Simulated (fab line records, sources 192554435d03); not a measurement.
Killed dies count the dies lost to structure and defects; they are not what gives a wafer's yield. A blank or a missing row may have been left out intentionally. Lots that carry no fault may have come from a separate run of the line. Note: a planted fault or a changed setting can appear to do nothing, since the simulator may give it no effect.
fab line records	flow n5Finfet
[record] lots = 10	wafers = 26	lastDay = 17
route steps=1938 shown PMOS_HMC_CHANNEL_EPI@68 FIN_SAQP@94 BEOL_M4@1111 PASSIVATION@1936
lots with no fault: from the same line, run without faults
startH: hours from the record's opening day to when the first of the lot's shown wafers began	waitH: how many hours have passed since the lot's step before this one	" the same as in the row above	L1.1+2: a single row standing in for several wafers	- value missing, or start not given	* or withheld: withheld	< > ~ a bound
route shown NAME@n: names a module that has steps shown in the file, with the first one's number in the route	usual: mean and standard deviation over wafers with no fault	same: alike in all rows	chamber/n: place in a boat	sites: the reading at each site	_std_site: the standard deviation of these	_edge_site: outer sites' mean less inner sites'	radiusMm: for every site, how far away it sits from the centre of the wafer	mask NAME#n: copy n	behind: the last tool/chamber to shape the wafer	hold: what put the lot on hold/how long, in hours/how the hold closed	device: which transistor (n, p or np) failed to switch	end of line: tests run on the same wafers once the route is complete	step lacking rows: just its recipe	killed: count of dies lost to structure and defects at first sort (not the wafer's yield)	map: dies across one wafer; x = killed, . = not, _ = none there
set.NAME: the setting that was run; set.NAME@STEP: the one run at that earlier step	model.NAME: the simulator's own value behind a step, which no gauge read
steps of the route over a sample of lots; a table a step, a row a wafer
services: a tool's chamber out of use, with start hour (startH, from the record's first day; less than 0 if before it), hours out, and reason
[[steps]]
[step N5_PMOS_HMC_CHANNEL_EPI_DESCUM_14]
[recipe] chemistry = O2	timeS = 7.9	sourcePowerW = 50	biasPowerW = 20	pressureMtorr = 20	rfFrequencyHz = 2.712e+07	tempC = 40	resist = CAR-ArF-block	o2FlowSccm = 225
[usual] drypumpMotorCurrentA = 5.8/0.53	oesProductAu = 0.77/0.079	rfVppV = 243.3/1.4	showerheadPlenumPTorr = 2.10/0.07	throttleValvePct = 20.3/0.3
[same] timeS = 7.9
lot.wafer	tool	chamber	startH	waitH	drypumpMotorCurrentA	oesProductAu	rfHoursCounterH	rfVppV	showerheadPlenumPTorr	throttleValvePct
L469.2	rieDiel-06	2	30.08	0.0	6.2	0.67	241	242.4	2.04	20.7
L469.3	"	3	"	"	5.2	0.75	123	241.7	2.03	20.4
L469.4	"	0	"	"	5.9	0.77	148	244.3	2.20	20.7
L471.1	rieDiel-06	3	41.28	0.1	5.2	0.77	125	241.0	2.03	20.4
L471.2	"	1	"	"	5.4	0.93	14	242.9	2.12	19.8
L471.4	"	0	"	"	5.9	0.77	151	243.4	2.20	20.7
L472.1	rieDiel-02	2	48.01	0.0	6.3	0.78	143	241.7	2.04	20.6
L472.3	"	3	"	"	6.5	0.75	149	241.7	2.05	20.1
L472.4	"	1	"	"	5.0	0.73	186	243.8	2.16	20.1
L476.5	rieDiel-02	1	71.41	0.0	5.1	0.72	-	244.1	2.16	20.1
L476.6	"	2	"	"	6.3	0.78	-	241.4	2.04	20.6
L478.1	rieDiel-02	0	84.05	0.2	6.4	0.70	234	243.2	2.17	20.5
L478.6	"	3	"	"	6.4	0.74	-	243.4	2.05	20.1
L479.2	rieDiel-06	2	90.41	0.0	6.2	0.97	4	243.5	2.03	20.3
L479.6	"	3	"	"	5.2	0.75	-	242.1	2.02	20.5
L481.1	rieDiel-06	0	101.44	0.0	5.9	0.74	171	243.2	2.20	20.7
L481.2	"	1	"	"	5.4	0.88	33	245.3	2.11	19.8
L485.1	rieDiel-06	0	125.52	0.0	5.9	0.75	179	243.5	2.19	20.8
L485.4	"	2	"	"	6.2	0.92	17	241.8	2.03	20.3
L485.6	"	2	"	"	6.2	0.92	-	242.1	2.03	20.3
L487.3	rieDiel-02	2	138.35	0.9	6.3	0.75	172	241.9	2.03	20.6
L487.4	"	1	"	"	5.1	0.70	-	243.5	2.15	20.2
L487.6	"	3	"	"	6.5	0.72	-	241.9	2.04	20.1
L488.1	rieDiel-02	2	143.61	0.0	6.3	0.75	174	241.6	2.03	20.6
L488.5	"	1	"	"	5.1	0.69	-	244.8	2.15	20.2
L488.6	"	3	"	"	6.5	0.72	-	243.1	2.04	20.1
[step N5_FIN_SAQP_ALD_61]
[recipe] material = SiO2	targetThkA = 40	tempC = 300	aldPrecursorFamily = BDEAS	aldCoReactant = O2-plasma	pulseTimeS = 1	purgeTimeS = 2	coReactantPurgeTimeS = 2	aldCycles = 43	pressureTorr = 2
[usual] aldCycles = 43/0	heaterPowerW = 483/40	precursorPulseHeightRel = 0.999/0.019
lot.wafer	tool	chamber	startH	waitH	aldCycles	heaterPowerW	precursorPulseHeightRel
L469.2	aldSin-04	1	33.44	0.0	43	462	0.996
L469.3	"	0	"	"	43	471	1.000
L469.4	"	2	"	"	43	427	0.988
L471.1	aldSin-04	1	44.24	0.0	43	457	1.011
L471.2	"	2	"	"	43	410	0.998
L471.4	"	3	"	"	43	529	0.985
L472.1	aldSin-03	3	51.27	0.0	43	457	0.979
L472.3	"	0	"	"	43	462	1.014
L472.4	"	1	"	"	43	482	0.957
L476.5	aldSin-04	3	74.56	0.3	43	533	0.991
L476.6	"	2	"	"	43	429	0.995
L478.1	aldSin-04	3	87.61	0.7	43	534	1.002
L478.6	"	0	"	"	82	476	1.024
L479.2	aldSin-04	3	93.39	0.0	82	552	0.965
L479.6	"	1	"	"	82	478	0.993
L481.1	aldSin-04	0	104.70	0.0	43	471	0.999
L481.2	"	3	"	"	82	545	1.032
L485.1	aldSin-03	3	128.38	0.0	43	482	0.976
L485.4	"	2	"	"	43	554	1.052
L485.6	"	2	"	"	43	551	1.014
L487.3	aldSin-02	3	141.59	0.4	43	478	0.987
L487.4	"	0	"	"	43	535	0.992
L487.6	"	2	"	"	43	450	0.964
L488.1	aldSin-02	0	146.46	0.0	43	541	1.006
L488.5	"	2	"	"	43	452	0.969
L488.6	"	3	"	"	43	480	1.032
[step N5_FIN_SAQP_PECVD_06]
[recipe] material = a-Si	targetThkA = 600	tempC = 400	precursor = SiH4/He	pressureTorr = 3	rfW = 100	timeS = 48.1
[usual] heaterPowerW = 853/75	showerheadPlenumPTorr = 5.66/0.049	showerheadVppV = 608/22	throttleValvePct = 18.3/0.61
[same] timeS = 48.1
lot.wafer	tool	chamber	startH	waitH	heaterPowerW	showerheadPlenumPTorr	showerheadVppV	throttleValvePct
L469.2	pecvd-03	1	34.17	0.0	958	5.68	603	18.2
L469.3	"	0	"	"	823	5.65	608	17.6
L469.4	"	2	"	"	769	5.62	583	18.6
L471.1	pecvd-03	2	44.89	0.0	835	5.61	586	18.5
L471.2	"	0	"	"	813	5.68	613	17.8
L471.4	"	2	"	"	845	5.60	570	18.1
L472.1	pecvd-03	0	52.01	0.0	858	5.65	611	17.6
L472.3	"	2	"	"	759	5.61	579	18.2
L472.4	"	1	"	"	938	5.70	604	18.5
L476.5	pecvd-03	0	75.15	0.0	843	5.65	608	17.6
L476.6	"	2	"	"	778	5.61	574	18.2
L478.1	pecvd-03	1	88.91	0.0	962	5.70	604	18.5
L478.6	"	1	"	"	935	5.68	605	18.7
L479.2	pecvd-03	0	94.01	0.0	848	5.67	611	17.7
L479.6	"	2	"	"	822	5.59	580	18.5
L481.1	pecvd-01	0	105.33	0.0	847	5.60	597	19.4
L481.2	"	2	"	"	757	5.66	590	18.3
L485.1	pecvd-03	0	129.08	0.0	732	5.64	617	17.4
L485.4	"	1	"	"	851	5.69	600	18.4
L485.6	"	0	"	"	732	5.66	617	17.6
L487.3	pecvd-02	2	142.34	0.0	1014	5.63	628	17.5
L487.4	"	2	"	"	1027	5.64	610	17.6
L487.6	"	0	"	"	868	5.75	619	18.2
L488.1	pecvd-02	0	147.09	0.0	796	5.78	616	18.3
L488.5	"	0	"	"	811	5.75	621	17.9
L488.6	"	2	"	"	956	5.64	626	17.5
[step N5_FIN_SAQP_ETCH_52]
[recipe] chemistry = N2/H2	target = SOC	targetDepthA = 1000	overetchA = 200	maskMaterial = SiARC	tempC = 40	timeS = 150	ionEnergyEv = 200	pressureMtorr = 30	sourceW = 840	biasW = 150	n2FlowSccm = 200	h2FlowSccm = 200	ends = endPoint
[usual] drypumpMotorCurrentA = 5.6/0.49	oesProductAu = 0.66/0.046	rfVppV = 524.0/2.5	showerheadPlenumPTorr = 2.54/0.087	throttleValvePct = 17.78/0.22
lot.wafer	tool	chamber	startH	waitH	drypumpMotorCurrentA	oesProductAu	rfHoursCounterH	rfVppV	showerheadPlenumPTorr	throttleValvePct
L469.2	rieDiel-05	0	35.21	0.0	5.2	0.67	135	524.6	2.54	17.39
L469.3	"	2	"	"	6.2	0.67	145	521.0	2.45	18.12
L469.4	"	1	"	"	5.4	0.69	134	522.1	2.52	17.70
L471.1	rieDiel-01	3	45.70	0.0	5.7	0.62	215	521.7	2.51	17.78
L471.2	"	1	"	"	5.9	0.69	126	528.4	2.65	17.81
L471.4	"	2	"	"	5.5	0.64	226	521.0	2.40	17.63
L472.1	rieDiel-03	0	53.32	0.0	5.2	0.64	217	520.0	2.40	17.81
L472.3	"	2	"	"	4.7	0.64	212	522.5	2.52	17.87
L472.4	"	3	"	"	6.5	0.73	74	521.4	2.47	18.05
L476.5	rieDiel-01	2	75.80	0.0	5.6	0.63	-	520.1	2.40	17.63
L476.6	"	3	"	"	5.7	0.61	-	522.3	2.51	17.80
L478.1	rieDiel-01	2	89.67	0.0	5.5	0.63	243	519.2	2.40	17.64
L478.6	"	1	"	"	5.9	0.67	-	527.7	2.64	17.84
L479.2	rieDiel-05	3	94.65	0.0	4.8	0.66	162	526.6	2.65	17.80
L479.6	"	2	"	"	6.3	0.65	-	520.0	2.44	18.17
L481.1	rieDiel-01	2	106.09	0.0	5.5	0.62	245	520.2	2.40	17.66
L481.2	"	3	"	"	5.7	0.60	242	520.7	2.50	17.84
L485.1	rieDiel-01	1	129.72	0.0	5.9	0.65	161	527.9	2.63	17.86
L485.4	"	3	"	"	5.7	0.60	-	523.1	2.50	17.84
L485.6	"	1	"	"	5.9	0.65	-	526.8	2.63	17.84
L487.3	rieDiel-05	3	143.10	0.0	4.8	0.65	179	525.7	2.65	17.82
L487.4	"	0	"	"	5.2	0.65	174	521.9	2.52	17.45
L487.6	"	1	"	"	5.4	0.66	-	524.4	2.51	17.74
L488.1	rieDiel-05	0	147.85	0.0	5.2	0.66	175	523.5	2.52	17.47
L488.5	"	0	"	"	5.2	0.65	-	524.5	2.52	17.47
L488.6	"	1	"	"	5.4	0.66	-	522.8	2.51	17.75
[step N5_BEOL_M4_RC_MEAS_101]
[usual] DIBL_N = 37.0/2.3	DIBL_P = 37.3/2.8	IOFF_N = 0.17/0.046	IOFF_P = 0.23/0.054	ION_N = 675/14	ION_P = 460/9.3	SS_N = 71.7/0.73	SS_P = 73.6/0.95	VT_N = 249/3.9	VT_P = -250/3.9
lot.wafer	tool	chamber	startH	waitH	DIBL_N[mV/V]	DIBL_P[mV/V]	IOFF_N[nA/um]	IOFF_P[nA/um]	ION_N[uA/um]	ION_P[uA/um]	SS_N[mV/dec]	SS_P[mV/dec]	VT_N[mV]	VT_P[mV]
L469.2	prober-02	0	173.38	0.2	39.7	40.0	0.23	0.29	673	460	72.5	74.6	247	-249
L469.3	"	0	"	"	36.8	37.0	0.16	0.21	670	462	71.8	74.2	250	-252
L469.4	"	0	"	"	33.8	34.2	0.13	0.18	662	458	71.0	72.5	250	-252
L471.1	prober-01	0	193.90	0.0	36.7	38.7	0.17	0.26	681	475	70.8	74.1	248	-247
L471.2	"	0	"	"	36.7	36.8	0.16	0.21	671	459	71.5	72.5	251	-251
L471.4	"	0	"	"	36.5	38.3	0.16	0.25	679	473	71.2	73.6	251	-247
L472.1	prober-01	0	201.22	0.0	36.5	38.2	0.19	0.25	691	469	72.1	73.1	246	-247
L472.3	"	0	"	"	34.8	36.0	0.14	0.21	653	455	71.9	71.4	251	-248
L472.4	"	0	"	"	40.1	43.2	0.28	0.37	701	483	72.7	74.5	242	-242
L476.5	prober-02	0	222.87	0.6	35.7	35.0	0.15	0.23	677	468	71.5	73.0	250	-246
L476.6	"	0	"	"	41.2	42.4	0.27	0.37	700	473	73.1	74.4	244	-243
L478.1	prober-01	0	235.41	0.0	37.4	35.9	0.17	0.19	670	458	71.4	73.9	247	-251
L481.1	prober-01	0	280.83	0.0	34.0	32.0	0.10	0.16	656	456	70.8	72.3	256	-253
L485.1	prober-01	0	286.71	0.0	32.3	33.6	0.11	0.14	657	445	71.2	72.2	256	-257
L485.4	"	0	"	"	36.5	38.5	0.18	0.20	679	458	72.3	73.7	249	-252
L485.6	"	0	"	"	32.7	34.1	0.12	0.14	663	449	71.1	72.2	254	-258
L487.3	prober-01	0	302.09	0.3	38.3	39.4	0.20	0.24	673	456	71.8	73.6	247	-251
L487.4	"	0	"	"	36.8	38.0	0.17	0.21	671	455	72.3	72.9	250	-252
L487.6	"	0	"	"	37.2	38.0	0.18	0.22	666	455	71.8	73.7	248	-250
L488.1	prober-01	0	308.46	0.0	37.8	36.6	0.16	0.20	677	459	71.3	73.3	250	-256
L488.5	"	0	"	"	38.4	36.6	0.16	0.21	656	444	71.8	72.9	253	-252
L488.6	"	0	"	"	40.4	38.7	0.22	0.24	668	451	72.2	73.2	247	-253
[step N5_PASSIVATION_PROBE_49]
[usual] defectLimitedYield = 91.5/1.3	killed_at_M0_to_M3 = 36/10	killed_at_M4_up = 13/4.7	killedAtContacts = 13/6.7	killedAtFrontEnd = 37/9.7	killedAtOther = 2.6/2.3	killedDies = 101/15	killedOnRim = 14/4.3	killedOpen = 67/12	killedShort = 32/6.7	sort_bin_4_leakage = 0.0/0.31	sort_bin_5_function = 5.0/0.89	sort_bin_6_memory = 3.2/0.63	sortNPass = 1079/16	sortYieldPct = 91.4/1.4
[same] grossDies = 1180	killedAtBackSide = 0	sort_bin_8_speed[%] = 0
lot.wafer	tool	chamber	startH	waitH	defectLimitedYield[%]	killed_at_M0_to_M3	killed_at_M4_up	killedAtContacts	killedAtFrontEnd	killedAtOther	killedDies	killedOnRim	killedOpen	killedShort	sort_bin_4_leakage[%]	sort_bin_5_function[%]	sort_bin_6_memory[%]	sortNPass	sortYieldPct[%]
L476.5	prober-02	-	336.02	0.2	91.4	26	13	8	54	1	102	12	70	27	0	3.9	4.0	1078	91.4
L476.6	prober-02	-	336.07	0.3	90.8	37	8	18	44	1	108	14	72	36	0	5.5	3.6	1072	90.8
L478.1	prober-02	-	349.39	0.0	92.1	32	14	13	33	1	93	23	68	21	0	5.7	2.2	1087	92.1
L478.6	prober-02	-	349.64	0.3	0	34	22	17	1106	1	1180	152	71	31	0	96.4	3.1	0	0
L479.2	prober-01	-	364.10	0.1	0	25	19	6	1129	1	1180	152	56	31	0	96.7	3.1	0	0
L479.6	prober-01	-	364.30	0.3	0	27	8	13	1129	3	1180	152	57	31	0	96.6	3.3	0	0
L481.1	prober-01	-	386.66	0.0	88.9	42	5	41	41	2	131	20	94	37	0	7.1	3.6	1049	88.9
L481.2	prober-01	-	386.71	0.1	0	43	12	19	1105	1	1180	152	78	28	0	96.4	3.4	0	0
L485.1	prober-02	-	402.38	0.0	92.8	28	14	15	26	2	85	15	68	16	0	4.1	3.1	1095	92.8
L485.4	prober-02	-	402.53	0.2	93.1	28	15	1	34	3	81	10	50	27	0	4.2	2.3	1099	93.1
L485.6	prober-02	-	402.63	0.3	92.5	35	9	10	34	0	88	11	56	29	0	4.0	3.0	1092	92.5
L487.3	prober-02	-	404.47	0.1	90.6	32	18	17	44	0	111	19	76	33	0	4.9	4.3	1069	90.6
L487.4	prober-02	-	404.52	0.2	94.2	14	7	8	35	4	68	14	42	24	0	3.6	2.0	1112	94.2
L487.6	prober-02	-	404.62	0.3	92.1	30	13	13	36	1	93	7	60	30	0	4.4	3.3	1087	92.1
L488.6	prober-02	-	416.06	0.3	91.9	33	15	18	26	4	96	12	64	29	0	4.0	3.9	1084	91.9
// killed by level:class
L476.5 STI_FIN_REVEAL:geometricParticle:open=15 FIN_SAQP:geometricParticle:open=9 FIN_SAQP:geometricParticle:short=8 BEOL_M5:geometricParticle:open=8 MOL_CONTACT_COAG:geometricParticle:open=7 BEOL_M1:geometricParticle:open=6 BEOL_M2:geometricParticle:open=5 STI_FIN_REVEAL:geometricParticle:short=4
L476.6 MOL_CONTACT_COAG:geometricParticle:open=14 STI_FIN_REVEAL:geometricParticle:open=11 BEOL_M0_SAQP:geometricParticle:open=9 BEOL_M1:geometricParticle:open=9 FIN_SAQP:geometricParticle:open=6 FIN_SAQP:geometricParticle:short=5 BEOL_M0_SAQP:geometricParticle:short=5 MOL_CONTACT_COAG:geometricParticle:short=4
L478.1 MOL_CONTACT_COAG:geometricParticle:open=11 STI_FIN_REVEAL:geometricParticle:open=10 BEOL_M0_SAQP:geometricParticle:open=7 BEOL_M1:geometricParticle:open=7 BEOL_M3:geometricParticle:open=6 BEOL_M4:geometricParticle:open=6 STI_FIN_REVEAL:geometricParticle:short=4 DUMMY_GATE:geometricParticle:open=4
L478.6 FIN_CUT:areaEtch=1076 BEOL_M4:geometricParticle:open=16 MOL_CONTACT_COAG:geometricParticle:open=14 STI_FIN_REVEAL:geometricParticle:open=8 BEOL_M2:geometricParticle:open=7 BEOL_M2:geometricParticle:short=6 BEOL_M1:geometricParticle:open=5 BEOL_M0_SAQP:geometricParticle:open=4
L479.2 FIN_CUT:areaEtch=1091 BEOL_M4:geometricParticle:open=14 BEOL_M0_SAQP:geometricParticle:short=9 BEOL_M0_SAQP:geometricParticle:open=7 MOL_CONTACT_COAG:geometricParticle:open=6 STI_FIN_REVEAL:geometricParticle:open=6 STARTING-WAFER:geometricParticle:short=5 BEOL_M1:geometricParticle:open=5
L479.6 FIN_CUT:areaEtch=1091 MOL_CONTACT_COAG:geometricParticle:open=11 BEOL_M0_SAQP:geometricParticle:short=10 FIN_SAQP:geometricParticle:open=8 FIN_SAQP:geometricParticle:short=7 STI_FIN_REVEAL:geometricParticle:open=7 BEOL_M0_SAQP:geometricParticle:open=7 BEOL_M1:geometricParticle:open=5
L481.1 MOL_CONTACT_COAG:geometricParticle:open=30 BEOL_M1:geometricParticle:open=13 MOL_CONTACT_COAG:geometricParticle:short=11 BEOL_M2:geometricParticle:open=10 FIN_SAQP:geometricParticle:open=9 STI_FIN_REVEAL:geometricParticle:open=9 BEOL_M0:geometricParticle:open=5 FIN_SAQP:geometricParticle:short=4
L481.2 FIN_CUT:areaEtch=1074 MOL_CONTACT_COAG:geometricParticle:open=15 FIN_SAQP:geometricParticle:open=10 BEOL_M2:geometricParticle:open=10 BEOL_M1:geometricParticle:open=9 BEOL_M0_SAQP:geometricParticle:short=8 FIN_SAQP:geometricParticle:short=6 BEOL_M5:geometricParticle:open=5
L485.1 MOL_CONTACT_COAG:geometricParticle:open=15 BEOL_M1:geometricParticle:open=11 STI_FIN_REVEAL:geometricParticle:open=8 BEOL_M0_SAQP:geometricParticle:open=8 BEOL_M4:geometricParticle:open=7 FIN_SAQP:geometricParticle:open=6 BEOL_M0_SAQP:geometricParticle:short=4 BEOL_M2:geometricParticle:open=3
L485.4 BEOL_M0:geometricParticle:open=8 FIN_SAQP:geometricParticle:open=6 DUMMY_GATE:geometricParticle:open=6 BEOL_M1:geometricParticle:open=6 BEOL_M4:geometricParticle:open=6 BEOL_M0_SAQP:geometricParticle:short=5 BEOL_M4:geometricParticle:short=5 STI_FIN_REVEAL:geometricParticle:open=4
L485.6 BEOL_M3:geometricParticle:open=13 FIN_SAQP:geometricParticle:open=9 MOL_CONTACT_COAG:geometricParticle:open=7 BEOL_M2:geometricParticle:open=7 FIN_SAQP:geometricParticle:short=6 STI_FIN_REVEAL:geometricParticle:open=5 BEOL_M1:geometricParticle:open=5 BEOL_M4:geometricParticle:open=4
L487.3 BEOL_M2:geometricParticle:open=13 MOL_CONTACT_COAG:geometricParticle:open=12 STI_FIN_REVEAL:geometricParticle:open=11 BEOL_M0_SAQP:geometricParticle:open=6 BEOL_M4:geometricParticle:open=6 DUMMY_GATE:geometricParticle:open=5 MOL_CONTACT_COAG:geometricParticle:short=5 STARTING-WAFER:geometricParticle:open=5
L487.4 FIN_SAQP:geometricParticle:short=8 GATE_CUT:geometricParticle:short=7 STI_FIN_REVEAL:geometricParticle:open=6 BEOL_M2:geometricParticle:open=6 MOL_CONTACT_COAG:geometricParticle:open=5 FIN_SAQP:geometricParticle:open=3 MOL_CONTACT_COAG:geometricParticle:short=3 BEOL_M1:geometricParticle:open=3
L487.6 MOL_CONTACT_COAG:geometricParticle:open=12 FIN_SAQP:geometricParticle:short=8 FIN_SAQP:geometricParticle:open=7 BEOL_M0_SAQP:geometricParticle:open=7 DUMMY_GATE:geometricParticle:open=6 BEOL_M3:geometricParticle:open=5 BEOL_M4:geometricParticle:open=5 BEOL_M0_SAQP:geometricParticle:short=4
L488.6 MOL_CONTACT_COAG:geometricParticle:open=13 BEOL_M4:geometricParticle:open=10 BEOL_M0_SAQP:geometricParticle:short=8 FIN_SAQP:geometricParticle:open=6 BEOL_M1:geometricParticle:open=6 BEOL_M3:geometricParticle:open=5 BEOL_M0_SAQP:geometricParticle:open=5 MOL_CONTACT_COAG:geometricParticle:short=4
[[services]]
tool	chamber	startH	hours	kind
pecvd-01	-	7.19	5.2	repair
rieDiel-06	3	10.86	14.6	repair
aldSin-04	0	12.75	2.7	repair
pecvd-01	-	17.84	2.1	repair
aldSin-03	-	20.73	0.8	repair
rieDiel-03	0	22.13	4.5	repair
aldSin-02	2	28.17	2.8	repair
aldSin-03	2	31.08	2.9	repair
rieDiel-03	-	37.29	15.6	pm
pecvd-02	2	46.21	5.4	repair
rieDiel-01	0	55.61	8.9	repair
rieDiel-02	-	56.31	0.1	repair
aldSin-02	-	62.60	2.8	pm
rieDiel-03	2	62.77	34.7	repair
rieDiel-05	-	71.97	0.2	repair
aldSin-04	1	74.84	3.9	repair
aldSin-02	-	85.25	14.0	pm
rieDiel-01	2	91.24	11.0	repair
rieDiel-05	1	93.44	4.1	repair
pecvd-03	-	95.06	6.0	pm
aldSin-04	-	98.41	0.5	repair
pecvd-03	-	117.39	2.8	pm
aldSin-03	2	128.68	2.9	repair
aldSin-04	-	143.80	6.1	pm
[[key]]
[firstSign] step = N5_FIN_SAQP_ALD_61	reading = aldCycles	direction = up	sigmas = 99+	usual = *	struck = *
[effect] step = N5_PASSIVATION_PROBE_49	reading = killedAtFrontEnd	direction = up	sigmas = 99+	usual = 37	struck = 1117
[moreKillsBornAt] N5_FIN_CUT_CUT_ETCH_27@rieDiel-04 = 3256	N5_FIN_CUT_CUT_ETCH_27@rieDiel-02 = 1072
metAt N5_FIN_SAQP_ALD_61
struckLots L478,L479,L481
struckWafers L478.6,L479.2,L479.6,L481.2
laterRowsLeftOut L478.6,L479.2,L479.6,L481.2
notActingAt N5_PMOS_HMC_CHANNEL_EPI_DESCUM_14,N5_FIN_SAQP_PECVD_06,N5_FIN_SAQP_ETCH_52
onsetBetween 74.56 87.61
[fault] kind = processParameterDrift	tool = aldSin-04	chamber = -	onsetH = 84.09	steps = N5_FIN_SAQP_ALD_61	channel = aldCycles	offset = *	shape = step	endH = 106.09	scope = struckWafersOnly	actsIn = *	stated = *
// laterRowsLeftOut: the simulator's readings of these wafers behind a module that went badly wrong aren't trusted and aren't shown, but for the sort
